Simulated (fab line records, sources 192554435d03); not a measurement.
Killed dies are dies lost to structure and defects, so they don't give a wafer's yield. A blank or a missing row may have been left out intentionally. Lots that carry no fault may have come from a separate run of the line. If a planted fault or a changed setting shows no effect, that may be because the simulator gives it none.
Which tool was responsible? + flow n5Finfet + 10 lots with 27 wafers sampled at 2 steps, on a route of 1938 steps

== WHAT THE GAUGES READ, wafer by wafer ==
N5_BEOL_M11_OVL_MEAS_29. Usual: V10_OVL gives -0.1 nm (standard deviation 0.76).
| lot  | measured     | on         | V10_OVL (nm)   | flag |
|------|--------------|------------|----------------|------|
| L278 | day 10 16:50 | overlay-02 | 0.4 -0.7 0.2   |      |
| L277 | day 10 18:43 | overlay-01 | 0.4 -0.5 0.6   |      |
| L276 | day 10 21:37 | overlay-02 | -0.4 -0.6 -0.8 |      |
| L282 | day 11 17:26 | overlay-02 | -0.2 0.5 0.7   |      |
| L285 | day 12 23:38 | overlay-02 | 0.8 0.1        |      |
| L284 | day 12 23:50 | overlay-02 | 1.2 0.2 0.8    |      |
| L287 | day 13 09:13 | overlay-01 | -0.5 -1.0      |      |
| L291 | day 15 06:27 | overlay-01 | 0.0 1.1 -0.4   |      |
| L290 | day 15 06:43 | overlay-02 | 0.3 0.4        |      |
| L299 | day 16 20:59 | overlay-02 | -0.5 0.3 0.2   |      |

== WHAT TOOL EACH LOT RAN ON (gives the tool, then ch and the chambers of the sampled wafers, and finally the start) ==
| lot  | N5_BEOL_M11_DESCUM_16             |
|------|-----------------------------------|
| L278 | rieDiel-02 ch 0,1,2, day 10 13:30 |
| L277 | rieDiel-02 ch 0,1, day 10 17:48   |
| L276 | rieDiel-06 ch 1,2, day 10 17:49   |
| L282 | rieDiel-04 ch 0,1,2, day 11 16:01 |
| L285 | rieDiel-02 ch 2,3, day 12 22:23   |
| L284 | rieDiel-06 ch 2,3, day 12 22:52   |
| L287 | rieDiel-02 ch 0,1, day 13 06:42   |
| L291 | rieDiel-02 ch 0,1, day 15 05:08   |
| L290 | rieDiel-04 ch 3, day 15 05:48     |
| L299 | rieDiel-06 ch 0,1,2, day 16 19:52 |
- N5_BEOL_M11_DESCUM_16: chemistry O2, time 7.9 s.

== AS READ BY THE TOOLS THEMSELVES (means over the sampled wafers that have a number; for cases with no such wafer, the mark the record gives instead) ==
N5_BEOL_M11_DESCUM_16. Usual: drypumpMotorCurrentA 5.9 A, standard deviation 0.57; oesProductAu 0.77 a.u., standard deviation 0.1; rfVppV 243.2 V, standard deviation 1.3; showerheadPlenumPTorr 2.10 Torr, standard deviation 0.069; throttleValvePct 20.27 %, standard deviation 0.3.
| lot  | tool       | drypumpMotorCurrentA (A) | oesProductAu (a.u.) | rfVppV (V) | showerheadPlenumPTorr (Torr) | throttleValvePct (%) | flag |
|------|------------|--------------------------|---------------------|------------|------------------------------|----------------------|------|
| L278 | rieDiel-02 | 5.9                      | 0.78                | 243.4      | 2.10                         | 20.32                |      |
| L277 | rieDiel-02 | 5.5                      | 0.76                | 244.2      | 2.14                         | 20.16                |      |
| L276 | rieDiel-06 | 5.9                      | 0.85                | 242.5      | 2.05                         | 20.15                |      |
| L282 | rieDiel-04 | 5.5                      | 0.71                | 244.0      | 2.15                         | 20.26                |      |
| L285 | rieDiel-02 | 6.4                      | 0.70                | 242.2      | 2.02                         | 20.44                |      |
| L284 | rieDiel-06 | 5.5                      | 0.74                | 241.5      | 2.00                         | 20.48                |      |
| L287 | rieDiel-02 | 5.8                      | 0.94                | 244.5      | 2.15                         | 19.91                |      |
| L291 | rieDiel-02 | 6.0                      | 0.89                | 243.1      | 2.14                         | 20.01                |      |
| L290 | rieDiel-04 | 5.9                      | 0.93                | 244.7      | 2.23                         | 20.11                |      |
| L299 | rieDiel-06 | 5.8                      | 0.77                | 243.3      | 2.08                         | 20.39                |      |

== THE ANSWER, worked out from the rows above alone ==
Rule: take the mean of a lot's wafers that have a number; if it is more than 3 standard deviations from the usual mean, the lot is off. Also off: a lot with no number at a reading for which 4 or more lots have one. The other lots that the step has rows for count as sound. After the gauges, taken in route order, come the tools' own readings; for these a lot's mean is taken, as printed above. At the first step where some lot is off, the reading lying furthest off is the one used; lots without a number count as furthest.
Nothing can be told from this: no lot is off at any reading shown.

== WHAT THE SIMULATOR PUT IN ==
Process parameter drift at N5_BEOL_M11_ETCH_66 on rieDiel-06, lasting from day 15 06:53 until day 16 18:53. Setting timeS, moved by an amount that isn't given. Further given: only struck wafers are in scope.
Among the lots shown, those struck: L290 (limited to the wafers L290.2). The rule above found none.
